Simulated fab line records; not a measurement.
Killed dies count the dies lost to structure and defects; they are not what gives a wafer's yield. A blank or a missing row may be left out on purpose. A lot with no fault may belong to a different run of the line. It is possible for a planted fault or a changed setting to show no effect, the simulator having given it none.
fab line records	flow n5Finfet
record lots=11	wafers=30	lastDay=17
route steps=1938 shown BEOL_M5@1112 PASSIVATION@1936
lots untouched by any fault: they come from a run of this same line in which no faults occurred
startH: the number of hours between the record's first day and the start of the first shown wafer of the lot	waitH: how many hours have passed since the lot's step before this one	" same as the row above	L1.1+2: several wafers, shown together as one row	- no value, or no start was given	* or withheld: withheld	< > ~ a bound
route shown NAME@n: names a module that has steps shown in the file, with the first one's number in the route	usual: the fault-free wafers' mean and standard deviation	same: alike in all rows	chamber/n: place in a boat	sites: per-site readings	_std_site: the standard deviation of these	_edge_site: outer sites' mean less inner sites'	radiusMm: how far each site lies from the wafer's centre	mask NAME#n: copy n	behind: tool/chamber where the wafer was last shaped	hold: cause of the lot's hold/its duration in hours/its outcome	device: transistor that didn't switch, given as n, p or np	end of line: the tests these same wafers got at the end of their route	a step without rows: its recipe alone	killed: dies that structure and defects cost at the first sort, which is not the same as the wafer's yield	map: the dies of a wafer, with x for killed, . for not killed, _ for no die there
set.NAME: the setting the step ran with; set.NAME@STEP: the setting that earlier step ran with	model.NAME: the simulator's own value behind a step, which no gauge read
one table for each step of the route and one row for each wafer, over a sample of lots
services: from which hour (startH, from the record's first day; less than 0 if before it) a tool's chamber was out of use, for how many hours, and why
## steps
# step N5_BEOL_M5_ILD_DEP_00
# recipe material=SiCOH_lowk	targetThkA=1406.4	tempC=300	precursor=DEMS/porogen	pressureTorr=5	rfW=500	timeS=25.9
# usual chamberPressureTorr=5.000/0.011	heaterPowerW=324/48	rfFwdPowerW=494.6/2	showerheadPlenumPTorr=5.741/0.018	throttleValvePct=14.0/0.65
lot.wafer	tool	chamber	startH	waitH	chamberPressureTorr	heaterPowerW	rfFwdPowerW	showerheadPlenumPTorr	throttleValvePct
L782.1	pecvd-02	0	186.69	0.8	5.006	347	494.7	5.758	13.8
L782.2	"	1	"	"	5.003	291	493.5	5.744	15.0
L782.6	"	2	"	"	4.990	274	494.0	5.731	14.5
L784.2	pecvd-03	2	209.94	0.7	5.001	279	496.2	5.744	13.2
L784.5	"	0	"	"	5.012	367	491.7	5.745	14.8
L784.6	"	2	"	"	5.006	281	496.1	5.757	13.1
L786.2	pecvd-03	1	218.67	0.7	5.000	419	491.7	5.715	14.4
L786.3	"	0	"	"	4.997	425	494.0	5.761	14.6
L786.4	"	0	"	"	4.991	427	496.7	5.746	14.6
L789.1	pecvd-03	1	257.56	0.8	4.992	402	491.6	5.693	14.5
L789.3	"	2	"	"	5.000	294	494.7	5.738	13.5
L795.1	pecvd-02	0	259.35	0.8	5.000	345	496.1	5.752	14.1
L795.5	"	0	"	"	4.992	354	494.8	5.775	13.7
L795.6	"	2	"	"	5.005	318	496.5	5.737	13.1
L792.3	pecvd-04	2	260.86	0.5	5.007	308	494.3	5.724	13.0
L794.1	pecvd-02	1	279.22	0.8	5.004	304	493.3	5.731	14.7
L794.3	"	0	"	"	4.980	284	495.5	5.767	13.8
L794.6	"	1	"	"	4.999	236	492.7	5.752	14.5
L797.1	pecvd-03	2	289.00	0.8	4.983	278	495.3	5.752	13.4
L797.3	"	1	"	"	5.028	387	489.6	5.694	14.6
L797.4	"	1	"	"	5.028	407	494.6	5.717	14.4
L798.1	pecvd-03	0	294.55	0.8	4.999	359	493.6	5.754	15.1
L798.2	"	1	"	"	5.006	397	489.6	5.703	14.5
L798.3	"	2	"	"	5.014	278	498.3	5.751	13.4
L800.1	pecvd-04	2	294.74	0.8	4.999	281	494.8	5.719	12.7
L800.2	"	0	"	"	5.009	363	499.8	5.755	14.2
L800.4	"	1	"	"	5.005	361	493.7	5.724	13.6
L801.1	pecvd-04	2	305.06	0.8	5.004	257	497.1	5.717	12.7
L801.5	"	2	"	"	5.005	259	495.2	5.727	12.9
L801.6	"	1	"	"	5.027	376	496.8	5.731	13.8
# step N5_BEOL_M5_CURE_79
# recipe tempC=385	timeS=240	ambient=He/Ar	material=SiCOH_lowk
# usual lampPowerPct=52.31/0.057	wafer_temp_C_max=387.0/0.5
lot.wafer	tool	chamber	startH	waitH	lampPowerPct	wafer_temp_C_max
L782.1	uvCure-01	0	186.85	0.1	52.34	386.3
L782.2	"	0	"	"	52.25	387.7
L782.6	"	0	"	"	52.33	386.4
L784.2	uvCure-01	0	210.08	0.1	52.37	387.1
L784.5	"	0	"	"	52.35	387.6
L784.6	"	0	"	"	52.40	388.0
L786.2	uvCure-02	0	218.89	0.2	52.20	386.6
L786.3	"	0	"	"	52.33	386.3
L786.4	"	0	"	"	52.26	386.6
L789.1	uvCure-03	0	257.73	0.2	52.26	386.2
L789.3	"	0	"	"	52.27	386.8
L795.1	uvCure-02	1	259.43	0.1	52.21	387.0
L795.5	"	1	"	"	52.34	387.6
L795.6	"	1	"	"	52.26	387.4
L792.3	uvCure-02	2	261.08	0.2	52.26	387.2
L794.1	uvCure-03	1	279.28	0.0	52.34	386.3
L794.3	"	1	"	"	52.34	385.9
L794.6	"	1	"	"	52.34	385.8
L797.1	uvCure-01	2	289.06	0.0	52.23	386.8
L797.3	"	2	"	"	52.25	387.0
L797.4	"	2	"	"	52.34	387.5
L798.1	uvCure-03	2	294.62	0.0	52.33	387.3
L798.2	"	2	"	"	52.37	387.5
L798.3	"	2	"	"	52.32	387.6
L800.1	uvCure-01	2	294.80	0.0	52.39	386.6
L800.2	"	2	"	"	52.34	387.6
L800.4	"	2	"	"	52.25	386.8
L801.1	uvCure-03	1	305.12	0.0	52.24	386.6
L801.5	"	1	"	"	52.32	386.3
L801.6	"	1	"	"	52.28	385.9
# step N5_BEOL_M5_EXPOSE_08
# recipe maskId=M5	na=0.33	sourceShape=annular	sigmaInner=0.4	sigmaOuter=0.8	polarization=unpolarized	targetCdNm=28	doseMj=35.75
# usual exposureDoseMJCm2=35.69/0.039	focusOffsetNm=0.1/0.51
# same sigmaInner=0.4
lot.wafer	tool	chamber	startH	waitH	mask	exposureDoseMJCm2	focusOffsetNm
L782.1	euvScanner-02	0	189.77	-	M5#0	35.69	-0.4
L782.2	"	0	"	"	M5#0	35.72	-0.4
L782.6	"	0	"	"	M5#0	35.74	-0.4
L784.2	euvScanner-02	0	211.42	-	M5#0	35.73	1.2
L784.5	"	0	"	"	M5#0	35.71	0.9
L784.6	"	0	"	"	M5#0	35.68	0.9
L786.2	euvScanner-02	0	221.17	-	M5#0	35.66	-0.5
L786.3	"	0	"	"	M5#0	35.66	0.7
L786.4	"	0	"	"	M5#0	35.67	0.0
L789.1	euvScanner-02	0	259.87	-	M5#0	35.87	1.2
L789.3	"	0	"	"	M5#0	35.89	0.6
L795.1	euvScanner-01	0	260.88	-	M5#0	35.69	-0.4
L795.5	"	0	"	"	M5#0	35.74	0.1
L795.6	"	0	"	"	M5#0	35.70	0.6
L792.3	euvScanner-02	0	263.03	-	M5#0	36.02	0.0
L794.1	euvScanner-01	0	281.75	-	M5#0	35.75	-0.9
L794.3	"	0	"	"	M5#0	35.73	-0.2
L794.6	"	0	"	"	M5#0	35.75	-0.5
L797.1	euvScanner-01	0	290.64	-	M5#0	35.74	-0.1
L797.3	"	0	"	"	M5#0	35.65	-0.7
L797.4	"	0	"	"	M5#0	35.72	-0.4
L798.1	euvScanner-01	0	296.67	-	M5#0	35.71	0.0
L798.2	"	0	"	"	M5#0	35.65	-0.1
L798.3	"	0	"	"	M5#0	35.68	-0.1
L800.1	euvScanner-01	0	297.42	-	M5#0	35.74	-0.3
L800.2	"	0	"	"	M5#0	35.75	0.7
L800.4	"	0	"	"	M5#0	35.73	0.6
L801.1	euvScanner-01	0	306.90	-	M5#0	35.69	0.2
L801.5	"	0	"	"	M5#0	35.72	0.0
L801.6	"	0	"	"	M5#0	35.68	0.2
# step N5_BEOL_M5_ETCH_72
# recipe chemistry=N2/H2	target=underlayer	targetDepthA=65	maskMaterial=CAR-EUV	timeS=5.2	ionEnergyEv=200	pressureMtorr=30	sourceW=840	biasW=150	n2FlowSccm=200	h2FlowSccm=200	ends=cleared
# usual biasW=150.0/0.47	drypumpMotorCurrentA=5.7/0.46	etchRfOnTimeS=5.16/0.1	oesProductAu=0.70/0.072	rfFwdPowerW=819.0/2.8	rfVppV=525/3.2	showerheadPlenumPTorr=2.57/0.11	throttleValvePct=18.00/0.22
lot.wafer	tool	chamber	startH	waitH	biasW	drypumpMotorCurrentA	etchRfOnTimeS	oesProductAu	rfFwdPowerW	rfHoursCounterH	rfVppV	showerheadPlenumPTorr	throttleValvePct
L782.1	rieDiel-04	0	190.19	0.0	149.7	4.8	5.13	0.78	818.1	7	529	2.72	17.63
L782.2	"	1	"	"	149.9	5.2	5.36	0.59	818.3	226	522	2.50	17.89
L782.6	"	1	"	"	150.6	5.2	5.31	0.59	819.3	-	522	2.50	17.90
L784.2	rieDiel-04	0	213.94	0.0	150.2	4.8	5.09	0.77	819.1	15	529	2.72	17.64
L784.5	"	2	"	"	150.1	6.1	5.18	0.72	820.3	-	528	2.69	18.08
L784.6	"	3	"	"	149.9	6.2	5.16	0.66	817.8	-	520	2.47	18.30
L786.2	rieDiel-04	2	222.68	0.0	150.9	6.2	5.18	0.72	819.8	52	528	2.69	18.09
L786.3	"	3	"	"	150.4	6.2	5.24	0.65	820.7	134	522	2.47	18.31
L786.4	"	0	"	"	149.5	4.8	5.15	0.77	818.8	20	530	2.72	17.65
L789.1	rieDiel-05	0	260.16	0.0	151.3	5.4	5.18	0.58	822.1	246	517	2.42	18.25
L789.3	"	2	"	"	149.8	5.5	5.16	0.66	823.0	110	520	2.46	17.94
L795.1	rieDiel-02	3	261.17	0.0	150.1	5.7	5.00	0.76	819.3	44	521	2.50	18.04
L795.5	"	2	"	"	150.0	5.9	5.14	0.72	821.3	-	528	2.69	17.89
L795.6	"	3	"	"	150.4	5.8	5.00	0.75	816.7	-	521	2.50	18.07
L792.3	rieDiel-02	0	263.30	0.0	149.2	5.7	5.21	0.60	815.7	215	524	2.52	18.13
L794.1	rieDiel-02	0	282.04	0.0	150.3	5.7	5.18	0.61	817.3	222	523	2.52	18.15
L794.3	"	3	"	"	149.4	5.7	5.07	0.75	819.9	52	522	2.50	18.07
L794.6	"	0	"	"	150.3	5.7	5.17	0.59	818.0	-	523	2.52	18.14
L797.1	rieDiel-02	0	290.92	0.0	150.6	5.7	5.19	0.60	821.0	225	523	2.52	18.16
L797.3	"	1	"	"	150.5	5.1	5.03	0.76	818.1	44	521	2.48	17.96
L797.4	"	3	"	"	150.3	5.8	5.08	0.74	819.2	55	523	2.50	18.07
L798.1	rieDiel-04	2	297.06	0.0	149.1	6.2	5.15	0.71	817.8	75	527	2.68	18.10
L798.2	"	3	"	"	149.7	6.2	5.27	0.64	815.1	157	521	2.46	18.36
L798.3	"	0	"	"	149.7	4.8	5.11	0.73	816.6	44	528	2.71	17.70
L800.1	rieDiel-05	1	297.71	0.0	149.7	6.3	5.42	0.57	819.1	224	524	2.53	18.34
L800.2	"	2	"	"	150.2	5.5	5.14	0.66	821.3	124	519	2.45	17.98
L800.4	"	3	"	"	150.6	5.9	5.18	0.69	816.2	80	528	2.69	17.79
L801.1	rieDiel-05	2	307.39	0.0	150.3	5.6	5.27	0.66	819.4	127	520	2.45	17.98
L801.5	"	3	"	"	150.8	5.9	5.23	0.69	822.0	-	526	2.68	17.75
L801.6	"	0	"	"	150.4	5.4	5.22	0.82	817.0	-	528	2.73	17.88
# step N5_PASSIVATION_PROBE_49
# usual defectLimitedYield=91.1/1.5	killed_at_M0_to_M3=33/9.9	killed_at_M4_up=14/5.2	killedAtContacts=12/6.7	killedAtFrontEnd=43/13	killedAtOther=3.4/2.7	killedDies=105/17	killedOpen=69/13	killedShort=33/7.5	sort_bin_5_function=5.2/0.91	sort_bin_6_memory=3.3/0.71	sort_bin_8_speed=0.00/0.032	sortNPass=1075/17	sortYieldPct=91.1/1.5
# same grossDies=1180	killedAtBackSide=0	sort_bin_4_leakage[%]=0
lot.wafer	tool	chamber	startH	waitH	defectLimitedYield[%]	killed_at_M0_to_M3	killed_at_M4_up	killedAtContacts	killedAtFrontEnd	killedAtOther	killedDies	killedOpen	killedShort	sort_bin_5_function[%]	sort_bin_6_memory[%]	sort_bin_8_speed[%]	sortNPass	sortYieldPct[%]
L794.1	prober-01	-	373.28	0.0	91.8	14	7	8	68	0	97	62	34	5.3	2.6	0	1083	91.8
L794.3	prober-01	-	373.38	0.1	89.1	31	19	15	63	1	129	81	48	5.7	4.8	0	1051	89.1
L794.6	prober-01	-	373.53	0.3	89.2	27	18	5	72	5	127	80	47	5.9	4.4	0	1053	89.2
# killed by level:class
L794.1 STI_FIN_REVEAL:geometricParticle:open=21 FIN_SAQP:geometricParticle:open=12 FIN_SAQP:geometricParticle:short=12 MOL_CONTACT_COAG:geometricParticle:open=7 STI_FIN_REVEAL:geometricParticle:short=4 DUMMY_GATE:geometricParticle:short=4 DUMMY_GATE:geometricParticle:open=4 STARTING-WAFER:geometricParticle:open=4
L794.3 FIN_SAQP:geometricParticle:short=17 FIN_SAQP:geometricParticle:open=16 BEOL_M4:geometricParticle:open=11 STI_FIN_REVEAL:geometricParticle:open=10 MOL_CONTACT_COAG:geometricParticle:open=10 BEOL_M0_SAQP:geometricParticle:short=8 BEOL_M3:geometricParticle:open=7 GATE_CUT:geometricParticle:short=6
L794.6 FIN_SAQP:geometricParticle:open=19 FIN_SAQP:geometricParticle:short=15 STI_FIN_REVEAL:geometricParticle:open=13 BEOL_M2:geometricParticle:open=7 GATE_CUT:geometricParticle:short=6 DUMMY_GATE:geometricParticle:open=5 MOL_CONTACT_COAG:geometricParticle:open=5 BEOL_M3:geometricParticle:open=5
## services
tool	chamber	startH	hours	kind
pecvd-02	-	163.60	0.6	repair
rieDiel-02	-	174.45	5.9	repair
pecvd-02	-	181.91	2.8	pm
euvScanner-02	-	186.36	0.5	repair
uvCure-03	-	186.82	0.8	repair
uvCure-02	-	192.82	7.5	pm
euvScanner-02	-	193.91	1.0	pm
rieDiel-05	-	207.71	14.6	pm
euvScanner-02	-	212.56	4.6	pm
euvScanner-01	-	212.76	1.0	pm
euvScanner-01	-	217.13	5.8	pm
uvCure-01	-	230.28	7.5	pm
euvScanner-02	-	232.26	14.8	repair
rieDiel-05	1	238.66	19.1	repair
uvCure-03	-	239.14	13.3	repair
euvScanner-02	-	247.09	1.0	pm
euvScanner-01	-	248.10	4.6	pm
rieDiel-02	3	253.47	2.3	repair
uvCure-03	-	261.69	2.8	repair
euvScanner-01	-	277.45	1.0	pm
euvScanner-02	-	284.94	12.0	pm
uvCure-01	-	290.49	2.1	pm
euvScanner-02	-	296.94	1.0	pm
euvScanner-01	-	307.17	13.1	repair
## key
firstSign step=N5_BEOL_M5_EXPOSE_08	reading=exposureDoseMJCm2	direction=up	sigmas=6	usual=35.69	struck=35.93
effect none on later readings
metAt N5_BEOL_M5_EXPOSE_08
struckLots L789,L792
loopTrim step=N5_BEOL_M5_EXPOSE_08	setting=dose	lots=L789,L792
notActingAt N5_BEOL_M5_ILD_DEP_00,N5_BEOL_M5_CURE_79,N5_BEOL_M5_ETCH_72
onsetBetween 221.17 259.87
fault kind=processParameterDrift	tool=euvScanner-02	chamber=-	onsetH=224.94	steps=N5_BEOL_M5_EXPOSE_08	channel=focusNm	offset=61.565	spreadByWafer=0.3	shape=step
# loopTrim: a control loop set the setting to another value than it would have without faults
